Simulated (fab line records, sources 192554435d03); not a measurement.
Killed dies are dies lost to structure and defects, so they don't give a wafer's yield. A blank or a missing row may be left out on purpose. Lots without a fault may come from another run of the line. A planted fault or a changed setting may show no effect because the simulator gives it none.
A struck lot beside a sound one | flow n5_finfet | 14 steps out of a route of 1938
Sound: wafers L704.2, L704.5, L704.6. Struck: wafers L716.3, L716.4, L716.5. The cause comes at the end.
At each step with rows: each side's tool, then ch and its chambers, then its first start. Under that, the readings that differ: sound wafers | struck wafers | difference of the means | sigmas: that difference in standard deviations of wafers without a fault.
alike: readings whose means differ by less than 2 such deviations, and words and numbers that are the same on both sides. not compared: withheld readings, readings that some wafer has no value for, bounds like >300 that may hide the same value, and numbers for which the record gives no deviation and whose values overlap.
The two part at a step that has a row with sigmas, a row that says differs or no value, or rows on one side only. Numbers that don't overlap but have no deviation are shown without sigmas and don't part them. A reading that every wafer of one side lacks parts them only if that side has two wafers or more.

N5_BEOL_M8_ETCH_62: etches SOC in N2/H2, target depth 110 nm, overetch 22 nm, time 165 s.
  sound on rie_diel-06 ch 0,1,3, day 10 15:16; struck on rie_diel-02 ch 0,2,3, day 14 04:20
  alike: drypump_motor_current_A, oes_product_au, rf_vpp_V, showerhead_plenum_p_Torr, temp_c, throttle_valve_pct
  not compared: rf_hours_counter_h
then, 1 step without rows for these wafers: N5_BEOL_M8_STRIP_68 (strips in N2/H2).
N5_BEOL_M8_STRIP_67: strips in CF4.
  sound on rie_diel-06 ch 0,1,3, day 10 15:25; struck on rie_diel-02 ch 0,2,3, day 14 04:29
  alike: bias_power_w, cf4_flow_sccm, drypump_motor_current_A, oes_product_au, rf_vpp_V, showerhead_plenum_p_Torr, throttle_valve_pct
  not compared: rf_hours_counter_h
N5_BEOL_M8_HM_OPEN_17: chemistry Cl2/BCl3, target TiN, target depth 20 nm, overetch 6 nm.
  sound on rie_metal-02 ch 1, day 10 15:29; struck on rie_metal-03 ch 0,1, day 14 04:34
  alike: drypump_motor_current_A, oes_product_au, throttle_valve_pct
  not compared: rf_hours_counter_h
N5_BEOL_M8_STRIP_19: strips in O2.
  sound on rie_diel-02 ch 1,3, day 10 15:40; struck on rie_diel-01 ch 0,1,2, day 14 04:40
  alike: drypump_motor_current_A, o2_flow_sccm, oes_product_au, rf_vpp_V, showerhead_plenum_p_Torr, temp_c, throttle_valve_pct
  not compared: rf_hours_counter_h
N5_BEOL_M8_CD_MEAS_18: pitch 80 nm, target cd 40 nm.
  sound on cd_sem-03, day 10 15:44; struck on cd_sem-02, day 14 04:44
  alike: cd_nm
then, 6 steps without rows for these wafers: N5_BEOL_M8_COAT_63 (time 60 s, resist thk 60 nm); N5_BEOL_M8_COAT_64 (time 60 s, resist thk 12 nm); N5_BEOL_M8_COAT_71 (time 60 s, resist thk 5 nm); N5_BEOL_M8_COAT_22 (resist thk 30 nm); N5_BEOL_M8_EBR_24; N5_BEOL_M8_SOFTBAKE_23 (time 60 s).
N5_BEOL_M8_EXPOSE_25: exposes mask V7, target cd 40 nm.
  sound on euv_scanner-02 ch 0, day 10 17:40; struck on euv_scanner-02, day 14 05:30
  no value came back on the struck wafers for exposure_dose_mJ_cm2, focus_offset_nm (nm), stage_msd_nm (nm); on the sound wafers exposure_dose_mJ_cm2 reads 42.52 42.49 42.46
  alike: mask
then, 1 step without rows for these wafers: N5_BEOL_M8_PEB_26 (peb time 60 s).

WHERE THEY PART
Only at N5_BEOL_M8_EXPOSE_25, within this record.

WHY: what the simulator had put in
Skipped step whole: euv_scanner-02, from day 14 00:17 on, at N5_BEOL_M8_EXPOSE_25. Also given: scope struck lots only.
